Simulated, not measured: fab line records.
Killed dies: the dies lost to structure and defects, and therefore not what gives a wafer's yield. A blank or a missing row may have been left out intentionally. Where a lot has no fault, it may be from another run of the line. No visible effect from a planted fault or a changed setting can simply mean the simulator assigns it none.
Chamber matching / flow nandHarc / NHARC_A_STAIRCASE_ETCHBACK_422 on rieDiel-11 has 4 sister chambers
The step etches the open film in CH3F/O2, target depth 40 nm, time 74.286 s. 8 wafers are shown with their chamber, then 8 later ones without.

== WAFERS WITH THEIR CHAMBER ==
wafer=L075.5; chamber=3; showerheadPlenumPTorr (Torr)=2.43; rfVppV (V)=244.6
wafer=L080.2; chamber=3; showerheadPlenumPTorr (Torr)=2.42; rfVppV (V)=244.4
wafer=L081.3; chamber=1; showerheadPlenumPTorr (Torr)=2.55; rfVppV (V)=245.2
wafer=L081.6; chamber=0; showerheadPlenumPTorr (Torr)=2.52; rfVppV (V)=246.0
wafer=L089.1; chamber=0; showerheadPlenumPTorr (Torr)=2.51; rfVppV (V)=244.5
wafer=L089.2; chamber=2; showerheadPlenumPTorr (Torr)=2.50; rfVppV (V)=242.8
wafer=L089.5; chamber=1; showerheadPlenumPTorr (Torr)=2.54; rfVppV (V)=245.4
wafer=L088.1; chamber=2; showerheadPlenumPTorr (Torr)=2.50; rfVppV (V)=243.7

== WAFERS MISSING THEIR CHAMBER ==
wafer=L088.2; showerheadPlenumPTorr (Torr)=2.41; rfVppV (V)=244.3
wafer=L088.3; showerheadPlenumPTorr (Torr)=2.51; rfVppV (V)=244.9
wafer=L094.3; showerheadPlenumPTorr (Torr)=2.50; rfVppV (V)=245.8
wafer=L094.4; showerheadPlenumPTorr (Torr)=2.53; rfVppV (V)=244.5
wafer=L094.6; showerheadPlenumPTorr (Torr)=2.53; rfVppV (V)=245.3
wafer=L096.2; showerheadPlenumPTorr (Torr)=2.40; rfVppV (V)=242.4
wafer=L096.3; showerheadPlenumPTorr (Torr)=2.49; rfVppV (V)=245.6
wafer=L096.6; showerheadPlenumPTorr (Torr)=2.52; rfVppV (V)=245.2

== EACH ONE'S CHAMBER ==
wafer=L088.2; from the rows above=3; in truth=3
wafer=L088.3; from the rows above=0; in truth=0
wafer=L094.3; from the rows above=can't be placed: 0 or 2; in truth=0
wafer=L094.4; from the rows above=can't be placed: 0 or 1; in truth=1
wafer=L094.6; from the rows above=can't be placed: 1 or 0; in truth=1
wafer=L096.2; from the rows above=3; in truth=3
wafer=L096.3; from the rows above=can't be placed: 2 or 0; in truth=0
wafer=L096.6; from the rows above=0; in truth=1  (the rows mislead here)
3 of 8 placed correctly. Can't be placed from these rows: 4 (the true chamber is among the candidates in 4). Number placed wrongly: 1.
How it was worked out, from the rows above alone: a wafer's distance from a chamber is the root of the sum, over the readings, of the square of ((its reading less the chamber's mean) divided by the reading's scatter). If the next closest chamber is less than 2 further off than the closest, the wafer can't be placed; otherwise it belongs to the closest. For every chamber, the mean is computed from those of its wafers that are shown. The scatter is the square root of a quotient: the sum, over the shown wafers, of each reading's squared deviation from its chamber's mean, divided by wafers minus chambers.
